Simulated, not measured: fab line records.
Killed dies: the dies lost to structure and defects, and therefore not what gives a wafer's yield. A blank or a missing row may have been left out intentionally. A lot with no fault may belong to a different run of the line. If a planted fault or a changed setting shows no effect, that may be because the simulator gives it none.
A struck lot beside a sound one ; flow n5-finfet ; 16 out of 1938 route steps
Sound: wafers L114.1, L114.3, L114.4. Struck: wafer L122.2 (left out: L122.6, a lot-mate that was not struck); the cause follows at the end.
Order at every step that has rows: each side's tool, ch and its chambers, its first start. Under that, the readings that differ: sound wafers ; struck wafers ; difference of the means ; sigmas: that difference in standard deviations of wafers without a fault.
alike: readings whose means differ by less than 2 such deviations, and words and numbers that are the same on both sides. not compared: withheld readings, readings that some wafer has no value for, bounds like >300 that may hide the same value, and numbers for which the record gives no deviation and whose values overlap.
The two part at a step that has a row with sigmas, a row that says differs or no value, or rows on one side only. When numbers do not overlap yet have no deviation, they are printed without sigmas and do not part them. Lack of a reading on every wafer of one side parts them only where that side has two or more wafers.

N5_HKMG_FIN_INSPECT_61: inspects for defects (macro).
  struck on defect-inspect-02, day 8 06:19; sound on defect-inspect-02, day 6 02:26
reading;sound;struck;difference;sigmas
raw-defect-count;0 1 2;4;+3;+2
then, 1 step without rows for these wafers: N5_HKMG_FIN_DESCUM_53 (chemistry O2, time 7.9 s).
N5_HKMG_FIN_ETCH_54: etches SiARC in CF4, target depth 45.5 nm, time 75.8 s.
  sound on rie-diel-06 ch 2,3, day 6 02:35; struck on rie-diel-06 ch 0, day 8 06:23
reading;sound;struck;difference;sigmas
rf-vpp-V (V);184.8 184.7 182.5;186.5;+2.5;+2
  alike: drypump-motor-current-A, etch-rf-on-time-s, oes-product-au, showerhead-plenum-p-Torr, throttle-valve-pct
  not compared: rf-hours-counter-h
N5_HKMG_FIN_ETCH_55: etches SOC in N2/H2, target depth 240 nm, time 300 s.
  sound on rie-diel-06 ch 2,3, day 6 02:38; struck on rie-diel-06 ch 0, day 8 06:26
  alike: drypump-motor-current-A, oes-product-au, rf-vpp-V, showerhead-plenum-p-Torr, throttle-valve-pct
  not compared: rf-hours-counter-h
then, 3 steps without rows for these wafers: N5_HKMG_FIN_STRIP_56 (strips in N2/H2); N5_HKMG_FIN_STRIP_57 (strips in CF4); N5_HKMG_FIN_ETCH_58 (etches SOC in N2/H2, target depth 215.8 nm, time 741 s).
N5_HKMG_FIN_STRIP_93: strips SOC in N2/H2, time 20 s.
  sound on rie-diel-06 ch 2,3, day 6 03:16; struck on rie-diel-06 ch 0, day 8 07:05
reading;sound;struck;difference;sigmas
power-w (W);503.2 501.2 500.7;498.4;-3.3;-2
  alike: drypump-motor-current-A, oes-product-au, rf-vpp-V, showerhead-plenum-p-Torr, throttle-valve-pct
  not compared: rf-hours-counter-h
then, 1 step without rows for these wafers: N5_HKMG_FIN_WET_ETCH_76 (etches Al2O3 in dNH4OH, stops on La2O3, target depth 2.25 nm, rinse time 30 s).
N5_HKMG_FIN_STRIP_60: strips in N2/H2, time 360 s.
  sound on plasma-asher-01 ch 0,1, day 6 03:25; struck on plasma-asher-01 ch 1, day 8 07:14
  alike: drypump-motor-current-A, heater-power-w
  not compared: rf-hours-counter-h
then, 2 steps without rows for these wafers: N5_HKMG_FIN_WET_ETCH_77 (etches La2O3 in dHCl, stops on HfO2, target depth 2 nm); N5_HKMG_FIN_WET_ETCH_78 (etches Al2O3 in dNH4OH, stops on La2O3, target depth 4.5 nm, rinse time 30 s).
N5_HKMG_FIN_ALD_79: deposits TiN, target thk 1.5 nm, pulse time 1 s, purge time 3 s.
  sound on ald-metal-01 ch 0,1,2, day 6 03:55; struck on ald-metal-03 ch 0, day 8 07:43
reading;sound;struck;difference;sigmas
ald-cycles;68 68 68;98;+30;
model.TiN_of_HKMG_FIN_ALD_79.thk-nm (nm);1.6 1.6 1.4;2.2;+0.7;
  alike: heater-power-w, precursor-pulse-height-rel
N5_HKMG_FIN_CVD_62: deposits a-Si from Si2H6, target thk 3 nm, time 20.8 s.
  sound on thermal-cvd-si-01 ch 1,2, day 6 04:16; struck on thermal-cvd-si-02 ch 0, day 8 08:05
  alike: heater-power-w
-- the record jumps here: 4 days lie between the struck wafers' starts before and after (it left off in module HKMG_FIN and takes up again in module BEOL_M4, whose first step shown is number 1111 of the route) --
N5_BEOL_M4_RC_MEAS_101:
  sound on prober-01 ch 0, day 9 22:39; struck on prober-01 ch 0, day 12 09:55
  alike: DIBL_N, DIBL_P, IOFF_N, IOFF_P, ION_N, ION_P, SS_N, SS_P, VT_N, VT_P
-- a jump in the record: the struck wafers' starts before and after are 4 days apart (it breaks off in module BEOL_M4 and resumes in module PASSIVATION, where the first step shown is number 1936 of the route) --
N5_PASSIVATION_PROBE_49:
  struck on prober-02, day 16 17:59; sound on prober-01, day 14 02:20
reading;sound;struck;difference;sigmas
killed-short;38 23 36;48;+16;+2
  alike: defect-limited-yield, killed_at_M0_to_M3, killed_at_M4_up, killed-at-contacts, killed-at-front-end, killed-at-other, killed-dies, killed-open, sort_bin_5_function, sort_bin_6_memory, sort-n-pass, sort-yield-pct

WHERE THEY PART
First at N5_HKMG_FIN_INSPECT_61; last, within this record, at N5_PASSIVATION_PROBE_49.

WHY: the cause the simulator had injected
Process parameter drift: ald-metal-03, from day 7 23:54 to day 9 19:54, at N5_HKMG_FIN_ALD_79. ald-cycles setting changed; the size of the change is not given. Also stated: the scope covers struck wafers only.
